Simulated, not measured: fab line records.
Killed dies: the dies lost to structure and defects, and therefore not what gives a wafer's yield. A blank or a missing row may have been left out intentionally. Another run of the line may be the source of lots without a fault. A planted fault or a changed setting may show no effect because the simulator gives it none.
Matching of chambers / flow n5-finfet / 4 sister chambers for N5_BEOL_M0_SAQP_MANDREL1_REMOVE_100 on rie-si-02
The step chemistry HBr/Cl2/O2, target a-Si, stops on SiNx, bt time 10 s. 16 wafers are shown with their chamber, then 8 later ones without.

WAFERS WITH THEIR CHAMBER
wafer=L078.3; chamber=1; throttle-valve-pct (%)=36.54; oes-product-au (a.u.)=1.005; rf-fwd-power-W (W)=599.5
wafer=L078.4; chamber=0; throttle-valve-pct (%)=36.61; oes-product-au (a.u.)=0.996; rf-fwd-power-W (W)=598.3
wafer=L078.5; chamber=2; throttle-valve-pct (%)=36.12; oes-product-au (a.u.)=1.021; rf-fwd-power-W (W)=598.0
wafer=L074.1; chamber=3; throttle-valve-pct (%)=36.75; oes-product-au (a.u.)=1.007; rf-fwd-power-W (W)=598.3
wafer=L074.5; chamber=0; throttle-valve-pct (%)=36.60; oes-product-au (a.u.)=0.997; rf-fwd-power-W (W)=596.4
wafer=L074.6; chamber=3; throttle-valve-pct (%)=36.73; oes-product-au (a.u.)=1.005; rf-fwd-power-W (W)=596.6
wafer=L081.2; chamber=3; throttle-valve-pct (%)=36.74; oes-product-au (a.u.)=1.010; rf-fwd-power-W (W)=596.9
wafer=L081.3; chamber=0; throttle-valve-pct (%)=36.60; oes-product-au (a.u.)=0.988; rf-fwd-power-W (W)=597.2
wafer=L081.5; chamber=1; throttle-valve-pct (%)=36.55; oes-product-au (a.u.)=1.014; rf-fwd-power-W (W)=596.4
wafer=L086.1; chamber=3; throttle-valve-pct (%)=36.75; oes-product-au (a.u.)=1.002; rf-fwd-power-W (W)=597.2
wafer=L086.3; chamber=0; throttle-valve-pct (%)=36.58; oes-product-au (a.u.)=1.003; rf-fwd-power-W (W)=595.2
wafer=L086.6; chamber=3; throttle-valve-pct (%)=36.74; oes-product-au (a.u.)=0.996; rf-fwd-power-W (W)=597.2
wafer=L090.1; chamber=3; throttle-valve-pct (%)=36.75; oes-product-au (a.u.)=1.003; rf-fwd-power-W (W)=597.2
wafer=L090.4; chamber=2; throttle-valve-pct (%)=36.11; oes-product-au (a.u.)=1.019; rf-fwd-power-W (W)=597.8
wafer=L090.5; chamber=2; throttle-valve-pct (%)=36.11; oes-product-au (a.u.)=1.029; rf-fwd-power-W (W)=600.6
wafer=L095.2; chamber=3; throttle-valve-pct (%)=36.76; oes-product-au (a.u.)=1.001; rf-fwd-power-W (W)=596.6

SIGNATURES (means of the wafers above)
reading=throttle-valve-pct; chamber 0=36.5975; chamber 1=36.5450; chamber 2=36.1133; chamber 3=36.7457; scatter within a chamber=0.00985
reading=oes-product-au; chamber 0=0.99600; chamber 1=1.00950; chamber 2=1.02300; chamber 3=1.00343; scatter within a chamber=0.00526
reading=rf-fwd-power-W; chamber 0=596.775; chamber 1=597.950; chamber 2=598.800; chamber 3=597.143; scatter within a chamber=1.18
Rule: for a wafer and a chamber, the distance is found by dividing, reading by reading, the gap between the wafer's reading and the chamber's mean by the reading's scatter, squaring, summing and taking the root. The wafer belongs to the nearest chamber; if the next one is less than 2 further off, it can't be placed. The scatter: the root of (the sum of the squares of (reading less its chamber's mean) over the shown wafers, divided by (wafers less chambers)).

WAFERS WITH NO CHAMBER GIVEN
wafer=L095.3; throttle-valve-pct (%)=36.11; oes-product-au (a.u.)=1.011; rf-fwd-power-W (W)=593.3
wafer=L095.4; throttle-valve-pct (%)=36.12; oes-product-au (a.u.)=1.007; rf-fwd-power-W (W)=597.2
wafer=L096.2; throttle-valve-pct (%)=36.33; oes-product-au (a.u.)=1.017; rf-fwd-power-W (W)=597.1
wafer=L096.3; throttle-valve-pct (%)=36.11; oes-product-au (a.u.)=1.019; rf-fwd-power-W (W)=598.9
wafer=L096.4; throttle-valve-pct (%)=36.55; oes-product-au (a.u.)=1.009; rf-fwd-power-W (W)=596.6
wafer=L097.2; throttle-valve-pct (%)=36.54; oes-product-au (a.u.)=1.012; rf-fwd-power-W (W)=593.7
wafer=L097.4; throttle-valve-pct (%)=36.75; oes-product-au (a.u.)=0.995; rf-fwd-power-W (W)=597.7
wafer=L097.5; throttle-valve-pct (%)=36.55; oes-product-au (a.u.)=1.008; rf-fwd-power-W (W)=597.4

WHICH CHAMBER EACH WENT THROUGH
wafer=L095.3; from the rows above=2; in truth=2
wafer=L095.4; from the rows above=2; in truth=2
wafer=L096.2; from the rows above=can't be placed: 1 or 2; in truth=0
wafer=L096.3; from the rows above=2; in truth=2
wafer=L096.4; from the rows above=1; in truth=1
wafer=L097.2; from the rows above=1; in truth=1
wafer=L097.4; from the rows above=3; in truth=3
wafer=L097.5; from the rows above=1; in truth=1
Placed correctly: 7 of 8. From these rows, 1 cannot be placed; in 0 the true chamber is one of the candidates. Placed wrongly: 0.
